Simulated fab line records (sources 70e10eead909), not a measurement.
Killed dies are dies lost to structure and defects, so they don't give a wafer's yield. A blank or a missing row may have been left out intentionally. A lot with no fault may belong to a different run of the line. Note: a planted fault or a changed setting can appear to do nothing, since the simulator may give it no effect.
Matching of chambers ; flow nand harc ; NHARC_THIN_TSV_ETCHBACK_48 on rie diel-13 has 4 sister chambers
The step etches the open film in C4F8/Ar, target depth 1028.5 nm, time 405.17 s. 18 wafers are shown with their chamber, then 9 later ones without.

EACH WAFER AND ITS CHAMBER
wafer;chamber;rf vpp V (V);oes product au (a.u.)
L433.1;0;542;0.99
L433.3;3;548;0.97
L433.6;1;550;0.97
L434.2;2;541;1.00
L434.3;0;541;1.00
L434.5;2;541;1.00
L435.2;3;547;0.99
L435.4;1;551;0.92
L435.6;3;548;0.99
L437.2;0;542;0.93
L437.4;3;549;0.92
L437.5;1;549;0.92
L440.1;0;541;0.94
L440.3;2;542;0.94
L440.5;3;549;0.93
L443.3;1;549;0.99
L443.4;2;541;1.03
L443.6;0;544;0.99

SIGNATURES (means of the wafers above)
reading;chamber 0;chamber 1;chamber 2;chamber 3;scatter within a chamber
rf vpp V;542.00;549.75;541.25;548.20;0.937
oes product au;0.9700;0.9500;0.9925;0.9600;0.0345
Rule: for each reading, subtract the chamber's mean from the wafer's reading, divide by that reading's scatter and square the result; add these up over the readings and take the root, which gives the wafer's distance from the chamber. If the next closest chamber is less than 2 further off than the closest, the wafer can't be placed; otherwise it belongs to the closest. The scatter: the root of (the sum of the squares of (reading less its chamber's mean) over the shown wafers, divided by (wafers less chambers)).

WAFERS WITH NO CHAMBER GIVEN
wafer;rf vpp V (V);oes product au (a.u.)
L442.1;550;0.96
L442.3;550;0.97
L442.6;542;1.01
L451.1;547;1.00
L451.3;543;0.99
L451.4;549;0.99
L450.1;549;0.93
L450.3;543;0.93
L450.6;550;0.91

WHICH CHAMBER EACH WENT THROUGH
wafer;from the rows above;in truth
L442.1;can't be placed: 1 or 3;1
L442.3;can't be placed: 1 or 3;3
L442.6;can't be placed: 2 or 0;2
L451.1;can't be placed: 3 or 1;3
L451.3;can't be placed: 0 or 2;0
L451.4;can't be placed: 3 or 1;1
L450.1;can't be placed: 1 or 3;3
L450.3;can't be placed: 0 or 2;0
L450.6;can't be placed: 1 or 3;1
0 of 9 placed correctly. Cannot be placed on the basis of these rows: 9; the candidates contain the true chamber in 9. Placed wrongly: 0.
